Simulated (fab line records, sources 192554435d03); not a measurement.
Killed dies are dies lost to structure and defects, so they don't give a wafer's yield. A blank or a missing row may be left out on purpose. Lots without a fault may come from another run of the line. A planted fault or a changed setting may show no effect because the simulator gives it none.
Which tool did it? | flow n5_finfet | 12 lots, 36 wafers sampled, at 5 steps of a route of 1938

WHAT THE GAUGES READ, wafer by wafer
N5_BEOL_M3_THK_MEAS_53: measures by xrf.
lot  | measured     | on            | M3_THK (nm)
L075 | day 7 21:56  | film_metro-02 | 39.9 39.0 39.2
L078 | day 10 04:04 | film_metro-02 | 40.1 41.3 42.3
L083 | day 10 15:12 | film_metro-02 | 38.8 36.3 39.3
L080 | day 10 19:31 | film_metro-02 | 38.1 38.7 41.8
L082 | day 11 05:29 | film_metro-01 | 37.6 37.2 40.3
L085 | day 11 13:11 | film_metro-01 | 40.7 41.0 40.8
L086 | day 11 19:05 | film_metro-01 | 37.4 37.9 37.9
L091 | day 12 15:34 | film_metro-01 | 36.7 39.6 42.1
L093 | day 13 10:39 | film_metro-02 | 38.7 42.3 41.8
L092 | day 13 15:58 | film_metro-02 | 39.5 39.6 40.2
L095 | day 13 19:25 | film_metro-02 | 37.5 37.7 39.5
L097 | day 14 02:20 | film_metro-01 | 39.1 37.1 40.4

WHICH TOOL RAN EACH LOT (tool, then ch and the chambers of the sampled wafers, then the start)
lot  | N5_BEOL_M3_STRIP_97                           | N5_BEOL_M3_DEGAS_44          | N5_BEOL_M3_SPUTTER_48        | N5_BEOL_M3_SPUTTER_81
L075 | rie_diel-01 ch 1,2, day 7 18:46 or earlier    | pvd_sputter-02, day 7 18:46  | pvd_sputter-02, day 7 19:23  | pvd_sputter-02, day 7 19:49
L078 | rie_diel-06 ch 1,2, day 10 00:43 or earlier   | pvd_sputter-01, day 10 00:43 | pvd_sputter-01, day 10 01:23 | pvd_sputter-01, day 10 01:50
L083 | rie_diel-06 ch 0,1,3, day 10 11:43 or earlier | pvd_sputter-02, day 10 11:43 | pvd_sputter-03, day 10 12:24 | pvd_sputter-03, day 10 12:50
L080 | rie_diel-05 ch 0,1,2, day 10 16:17 or earlier | pvd_sputter-01, day 10 16:17 | pvd_sputter-01, day 10 16:58 | pvd_sputter-01, day 10 17:25
L082 | rie_diel-01 ch 2,3, day 11 02:06 or earlier   | pvd_sputter-01, day 11 02:06 | pvd_sputter-01, day 11 02:52 | pvd_sputter-01, day 11 03:18
L085 | rie_diel-05 ch 0,1,3, day 11 08:18 or earlier | pvd_sputter-01, day 11 08:18 | pvd_sputter-03, day 11 10:38 | pvd_sputter-03, day 11 11:05
L086 | rie_diel-01 ch 0,1,2, day 11 15:43 or earlier | pvd_sputter-01, day 11 15:43 | pvd_sputter-03, day 11 16:32 | pvd_sputter-03, day 11 16:59
L091 | rie_diel-01 ch 0,1, day 12 12:08 or earlier   | pvd_sputter-01, day 12 12:08 | pvd_sputter-03, day 12 13:01 | pvd_sputter-03, day 12 13:27
L093 | rie_diel-01 ch 0,2,3, day 13 06:58 or earlier | pvd_sputter-03, day 13 06:58 | pvd_sputter-02, day 13 07:59 | pvd_sputter-02, day 13 08:25
L092 | rie_diel-01 ch 1,3, day 13 12:37 or earlier   | pvd_sputter-03, day 13 12:37 | pvd_sputter-01, day 13 13:24 | pvd_sputter-01, day 13 13:50
L095 | rie_diel-05 ch 1,2,3, day 13 15:50 or earlier | pvd_sputter-01, day 13 15:50 | pvd_sputter-01, day 13 16:52 | pvd_sputter-01, day 13 17:18
L097 | rie_diel-06 ch 1,2,3, day 13 23:10 or earlier | pvd_sputter-03, day 13 23:10 | pvd_sputter-03, day 13 23:47 | pvd_sputter-03, day 14 00:13
- N5_BEOL_M3_STRIP_97: strips in N2/H2, time 10 s.
- N5_BEOL_M3_DEGAS_44: time 60 s.
- N5_BEOL_M3_SPUTTER_48: material Cu, target thk 4.5 nm, time 8.29 s.
- N5_BEOL_M3_SPUTTER_81: material Cu, target thk 4.5 nm, time 8.29 s.

THE ANSWER, worked out from the rows above alone
Rule: what is usual is taken from the lots themselves. Put in order of their means at a reading, lots are off if they are a third of the lots or fewer, leave a main group of 4 or more, and stand apart from it by a gap of 3 or more times the standard deviation of the main group's means; of several such gaps the widest counts. A main group whose means are all the same, to the digits that the tables above print for the reading, isn't used. A lot without any number at a reading at which 4 lots or more have one is off too. The other lots that the step has rows for count as sound.
No lot is off at any reading shown: from this, nothing can be told.

WHAT THE SIMULATOR HAD PUT IN
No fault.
